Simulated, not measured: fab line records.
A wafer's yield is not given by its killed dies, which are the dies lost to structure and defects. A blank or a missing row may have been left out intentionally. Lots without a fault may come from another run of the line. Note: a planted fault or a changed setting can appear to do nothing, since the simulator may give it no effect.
2 desks looking at one fault | flow nand harc | only its own numbers are on each desk; what lay behind them is given at the end

AT THE METROLOGY DESK
Lot by lot, what the gauges showed, no matter which tool ran the lot: averages of those sampled wafers that carry a number. The brackets show how far a lot's mean lies from the usual mean; more than 4 standard deviations puts the lot out of limits, marked OUT.
Columns: A = cd nm at NHARC_P_GATE_CD_MEAS_91, usual 2000.8 nm
lot  | first seen here | A
L906 | day 6 00:07     | 2000.9
L907 | day 6 16:37     | 2001.0
L909 | day 7 13:51     | 2001.6
L910 | day 7 14:16     | 1999.2
L911 | day 7 23:50     | 1998.4
L913 | day 9 00:40     | 2002.6
L914 | day 9 14:50     | 2001.7
L915 | day 9 19:49     | 1999.4
L917 | day 10 14:10    | 1999.8
L919 | day 11 20:46    | 2000.6
L920 | day 11 23:26    | 2002.2
L922 | day 12 15:07    | 1999.3
L928 | day 15 02:43    | 1999.5
Result from this desk: across the 13 lots, nothing is out of limits.

THE TOOL OWNER'S DESK: rtp anneal-01
At NHARC_P_GATE_RTA_80 (time 30 s), the tool's own readings, given per lot that ran on this tool as the mean of the sampled wafers with a number. The brackets show how far a lot's mean lies from the usual mean; more than 4 standard deviations puts the lot out of limits, marked OUT.
Columns: A = anneal temp c max at NHARC_P_GATE_RTA_80, usual 301.4; B = lamp power pct at NHARC_P_GATE_RTA_80, usual 1.94 %; C = wafer_temp_C_max at NHARC_P_GATE_RTA_80, usual 301.12
lot  | first seen here | A     | B    | C
L906 | day 6 02:34     | 301.1 | 1.75 | 301.48
L909 | day 7 16:25     | 301.4 | 1.75 | 301.21
L910 | day 7 16:40     | 301.3 | 1.75 | 301.18
L915 | day 9 22:18     | 301.5 | 1.75 | 301.10
Result from this desk: across the 4 lots, nothing is out of limits.

PUT TOGETHER
Nothing out of limits was seen by the metrology desk.
Nothing out of limits was seen by the tool owner's desk.

WHAT THE SIMULATOR PUT IN
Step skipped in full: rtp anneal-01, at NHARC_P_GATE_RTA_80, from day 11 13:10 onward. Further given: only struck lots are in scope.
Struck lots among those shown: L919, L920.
